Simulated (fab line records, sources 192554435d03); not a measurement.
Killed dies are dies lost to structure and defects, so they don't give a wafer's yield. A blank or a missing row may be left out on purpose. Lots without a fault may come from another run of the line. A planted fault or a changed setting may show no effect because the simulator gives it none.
Which tool did it? | flow n5_finfet | 12 lots, 36 wafers sampled, at 3 steps of a route of 1938

WHAT THE GAUGES READ, wafer by wafer
N5_PASSIVATION_CD_MEAS_30: target cd 4000 nm. Usual: cd_nm 4000.2 nm, standard deviation 2.
lot  | measured     | on        | cd_nm (nm)           | flag
L176 | day 15 02:25 | cd_sem-01 | 3995.8 3999.8 3997.7 |
L177 | day 15 14:48 | cd_sem-02 | 4002.7 4001.9 4000.5 |
L178 | day 14 01:12 | cd_sem-02 | 4005.2 3999.9 4002.8 |
L179 | day 15 12:26 | cd_sem-01 | 3998.3 3999.8 3999.5 |
L180 | day 15 01:28 | cd_sem-03 | 4001.6 3999.8 4004.8 |
L188 | day 16 16:11 | cd_sem-03 | 4000.0 4000.6 4002.2 |
L190 | day 17 19:21 | cd_sem-02 | 3998.7 4000.4 3999.3 |
L191 | day 18 01:31 | cd_sem-03 | 3999.3 3996.2 3998.9 |
L192 | day 18 09:08 | cd_sem-01 | 3997.2 3997.0 3998.6 |
L193 | day 18 01:19 | cd_sem-01 | 3999.7 3997.3 3998.7 |
L195 | day 18 17:11 | cd_sem-02 | 4002.8 4001.1 4002.8 |
L198 | day 20 02:32 | cd_sem-01 | 4001.6 4002.8 3999.6 |

WHICH TOOL RAN EACH LOT (tool, then ch and the chambers of the sampled wafers, then the start)
lot  | N5_HKMG_FIN_ETCH_31               | N5_PASSIVATION_DEGAS_18
L176 | rie_diel-03 ch 0,1,2, day 4 03:35 | pvd_sputter-03, day 15 01:38
L177 | rie_diel-03 ch 0,2, day 4 12:34   | pvd_sputter-03, day 15 14:09
L178 | rie_diel-02 ch 0,2,3, day 4 20:13 | pvd_sputter-03, day 14 00:24
L179 | rie_diel-03 ch 1,2,3, day 5 02:53 | pvd_sputter-01, day 15 11:39
L180 | rie_diel-03 ch 1,3, day 5 03:59   | pvd_sputter-01, day 15 00:49
L188 | rie_diel-06 ch 0,1,3, day 7 04:20 | pvd_sputter-01, day 16 15:25
L190 | rie_diel-06 ch 0,1,3, day 7 16:27 | pvd_sputter-03, day 17 18:41
L191 | rie_diel-03 ch 1,2, day 7 21:01   | pvd_sputter-02, day 18 00:44
L192 | rie_diel-02 ch 0,3, day 8 03:36   | pvd_sputter-02, day 18 08:22
L193 | rie_diel-02 ch 0,2,3, day 8 08:26 | pvd_sputter-01, day 18 00:32
L195 | rie_diel-03 ch 1,2,3, day 8 21:09 | pvd_sputter-01, day 18 16:25
L198 | rie_diel-02 ch 1,2,3, day 9 14:27 | pvd_sputter-01, day 20 01:45
- N5_HKMG_FIN_ETCH_31: etches SiARC in CF4, target depth 45.5 nm, time 75.8 s.
- N5_PASSIVATION_DEGAS_18: time 60 s.

WHAT THE TOOLS THEMSELVES READ (means of the sampled wafers that have a number; where no wafer has one, the mark that the record gives instead)
N5_HKMG_FIN_ETCH_31. Usual: drypump_motor_current_A 5.8 A, standard deviation 0.5; etch_rf_on_time_s 75.5 s, standard deviation 1.7; oes_product_au 0.63 a.u., standard deviation 0.058; rf_vpp_V 184.2 V, standard deviation 1.2; showerhead_plenum_p_Torr 2.14 Torr, standard deviation 0.082; throttle_valve_pct 15.66 %, standard deviation 0.22.
lot  | tool        | drypump_motor_current_A (A) | etch_rf_on_time_s (s) | oes_product_au (a.u.) | rf_vpp_V (V) | showerhead_plenum_p_Torr (Torr) | throttle_valve_pct (%) | flag
L176 | rie_diel-03 | 5.5                         | 75.6                  | 0.65                  | 184.4        | 2.14                            | 15.72                  |
L177 | rie_diel-03 | 5.1                         | 76.2                  | 0.61                  | 183.8        | 2.11                            | 15.64                  |
L178 | rie_diel-02 | 5.9                         | 75.2                  | 0.62                  | 183.1        | 2.08                            | 15.47                  |
L179 | rie_diel-03 | 5.9                         | 75.8                  | 0.65                  | 183.8        | 2.11                            | 15.69                  |
L180 | rie_diel-03 | 6.0                         | 73.4                  | 0.67                  | 184.8        | 2.17                            | 15.82                  |
L188 | rie_diel-06 | 6.0                         | 75.8                  | 0.62                  | 184.8        | 2.22                            | 15.69                  |
L190 | rie_diel-06 | 6.0                         | 76.3                  | 0.61                  | 185.9        | 2.22                            | 15.70                  |
L191 | rie_diel-03 | 5.8                         | 73.6                  | 0.66                  | 185.0        | 2.17                            | 15.88                  |
L192 | rie_diel-02 | 6.3                         | 74.4                  | 0.69                  | 183.9        | 2.12                            | 15.24                  |
L193 | rie_diel-02 | 5.9                         | 74.2                  | 0.68                  | 184.0        | 2.15                            | 15.38                  |
L195 | rie_diel-03 | 5.9                         | 75.5                  | 0.63                  | 184.6        | 2.10                            | 15.75                  |
L198 | rie_diel-02 | 5.7                         | 75.5                  | 0.60                  | 183.5        | 2.09                            | 15.73                  |

N5_PASSIVATION_DEGAS_18. Usual: heater_power_w 469 W, standard deviation 64.
lot  | tool           | heater_power_w (W) | flag
L176 | pvd_sputter-03 | 478                |
L177 | pvd_sputter-03 | 445                |
L178 | pvd_sputter-03 | 481                |
L179 | pvd_sputter-01 | 424                |
L180 | pvd_sputter-01 | 435                |
L188 | pvd_sputter-01 | 461                |
L190 | pvd_sputter-03 | 481                |
L191 | pvd_sputter-02 | 493                |
L192 | pvd_sputter-02 | 488                |
L193 | pvd_sputter-01 | 464                |
L195 | pvd_sputter-01 | 445                |
L198 | pvd_sputter-01 | 465                |

THE ANSWER, worked out from the rows above alone
Rule: a lot is off if the mean of its wafers that have a number lies more than 3 standard deviations from the usual mean. A lot without any number at a reading at which 4 lots or more have one is off too. The other lots that the step has rows for count as sound. The gauges are gone through in route order, then the tools' own readings, and for those a lot's mean is taken as printed above. The first step at which some lot is off is used, and at that step the reading that is off furthest; a lot without a number counts as furthest.
No lot is off at any reading shown: from this, nothing can be told.

WHAT THE SIMULATOR HAD PUT IN
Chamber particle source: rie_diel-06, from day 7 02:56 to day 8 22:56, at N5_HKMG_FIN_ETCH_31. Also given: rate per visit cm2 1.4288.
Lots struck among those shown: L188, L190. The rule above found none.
